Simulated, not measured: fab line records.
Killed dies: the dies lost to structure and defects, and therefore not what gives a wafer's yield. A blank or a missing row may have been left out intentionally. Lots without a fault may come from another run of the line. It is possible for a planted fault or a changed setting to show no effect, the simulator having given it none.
Chamber matching + flow nandHarc + NHARC_A_SGD_CUT_CMP_21 on cmp-02: 4 sister chambers
The step polishes, target thk 148.19 nm. 14 wafers are shown with their chamber, then 7 later ones without.

WAFERS PAIRED WITH THEIR CHAMBERS
| wafer  | chamber | motorCurrentA (A) | slurryFilterDpKPa (kPa) | timeToEndpointS (s) |
|--------|---------|-------------------|-------------------------|---------------------|
| L080.2 | 0       | 11.4              | 13.55                   | 51                  |
| L080.5 | 2       | 10.2              | 13.67                   | 49                  |
| L080.6 | 3       | 11.8              | 13.66                   | 51                  |
| L078.2 | 0       | 11.0              | 13.45                   | 54                  |
| L078.5 | 2       | 10.0              | 13.44                   | 50                  |
| L078.6 | 3       | 11.6              | 13.55                   | 55                  |
| L083.1 | 2       | 10.5              | 13.44                   | 49                  |
| L083.4 | 0       | 11.2              | 13.42                   | 54                  |
| L083.6 | 1       | 9.8               | 13.41                   | 56                  |
| L086.1 | 3       | 12.1              | 13.49                   | 50                  |
| L086.2 | 2       | 10.2              | 13.52                   | 48                  |
| L086.3 | 1       | 10.1              | 13.29                   | 50                  |
| L092.2 | 3       | 10.9              | 13.48                   | 57                  |
| L092.3 | 2       | 10.4              | 13.59                   | 51                  |

SIGNATURES (averages over the wafers above)
| reading           | chamber 0 | chamber 1 | chamber 2 | chamber 3 | scatter within a chamber |
|-------------------|-----------|-----------|-----------|-----------|--------------------------|
| motorCurrentA     | 11.200    | 9.950     | 10.260    | 11.600    | 0.325                    |
| slurryFilterDpKPa | 13.4733   | 13.3500   | 13.5320   | 13.5450   | 0.0874                   |
| timeToEndpointS   | 53.00     | 53.00     | 49.40     | 53.25     | 2.49                     |
Rule: distance of a wafer from a chamber = root of the sum over the readings of ((wafer's reading minus chamber's mean) / reading's scatter) squared. If the next closest chamber is less than 2 further off than the closest, the wafer can't be placed; otherwise it belongs to the closest. How the scatter is found: for the shown wafers, subtract from each reading the mean of its chamber, square and add these, divide the total by (wafers less chambers), then take the root.

WAFERS MISSING THEIR CHAMBER
| wafer  | motorCurrentA (A) | slurryFilterDpKPa (kPa) | timeToEndpointS (s) |
|--------|-------------------|-------------------------|---------------------|
| L092.6 | 9.8               | 13.74                   | 55                  |
| L094.1 | 9.2               | 13.46                   | 55                  |
| L094.3 | 12.3              | 13.55                   | 52                  |
| L094.4 | 11.0              | 13.47                   | 53                  |
| L096.1 | 9.3               | 13.63                   | 56                  |
| L096.2 | 11.5              | 13.66                   | 52                  |
| L096.5 | 10.8              | 13.42                   | 51                  |

WHICH CHAMBER EACH ONE RAN IN
| wafer  | from the rows above               | in truth |
|--------|-----------------------------------|----------|
| L092.6 | can't be placed: 2 or 1 or 0      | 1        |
| L094.1 | can't be placed: 1 or 2           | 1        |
| L094.3 | can't be placed: 3 or 0           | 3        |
| L094.4 | can't be placed: 0 or 3           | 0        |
| L096.1 | can't be placed: 1 or 2           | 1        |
| L096.2 | can't be placed: 3 or 0           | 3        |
| L096.5 | can't be placed: 0 or 2 or 1 or 3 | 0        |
Correct placement for 0 of the 7. Unplaceable from these rows: 7, with the true chamber sitting among the candidates in 7. Wrongly placed: 0.
